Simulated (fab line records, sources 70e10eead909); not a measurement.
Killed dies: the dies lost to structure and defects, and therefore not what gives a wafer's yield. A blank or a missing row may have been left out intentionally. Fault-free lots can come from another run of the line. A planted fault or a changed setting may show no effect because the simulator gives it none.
Which tool did it? + flow nand-harc + 12 lots (36 wafers sampled), 1 step of a 1302-step route

WHAT THE GAUGES SHOWED, per wafer
NHARC_A_SIN_REMOVE_INSPECT_04.
| lot  | measured     | on                | raw-defect-count |
|------|--------------|-------------------|------------------|
| L075 | day 20 17:19 | defect-inspect-02 | 405 392 331      |
| L078 | day 21 14:07 | defect-inspect-02 | 397 444 454      |
| L079 | day 22 03:31 | defect-inspect-02 | 494 439 339      |
| L081 | day 23 00:35 | defect-inspect-02 | 363 447 376      |
| L083 | day 23 19:56 | defect-inspect-02 | 325 361 359      |
| L085 | day 24 12:33 | defect-inspect-02 | 343 337 391      |
| L090 | day 26 01:25 | defect-inspect-02 | 448 371 427      |
| L088 | day 26 05:21 | defect-inspect-01 | 433 562 526      |
| L092 | day 28 00:49 | defect-inspect-02 | 582 317 388      |
| L091 | day 28 05:35 | defect-inspect-01 | 339 293 286      |
| L095 | day 29 02:14 | defect-inspect-02 | 598 738 520      |
| L097 | day 29 19:38 | defect-inspect-01 | 307 295 353      |

EACH LOT AND THE TOOL THAT RAN IT (in order: tool; ch and the chambers of the sampled wafers; start)
No process step before these readings appears in the record.

THE ANSWER, worked out from the rows above alone
Rule: the usual values come from the lots themselves. The widest of any qualifying gaps counts: lots, ordered by their means at a reading, are off when they make up no more than a third of the lots, leave a main group of 4 or more, and stand apart from it by 3 or more times the standard deviation of that group's means. A main group is skipped when, at the precision printed for the reading in the tables above, its means are all equal. Also off: a lot with no number at a reading for which 4 or more lots have one. Where the step has rows for the other lots, those lots are counted as sound.
Nothing can be told from this: no lot is off at any reading shown.

WHAT WAS PUT IN BY THE SIMULATOR
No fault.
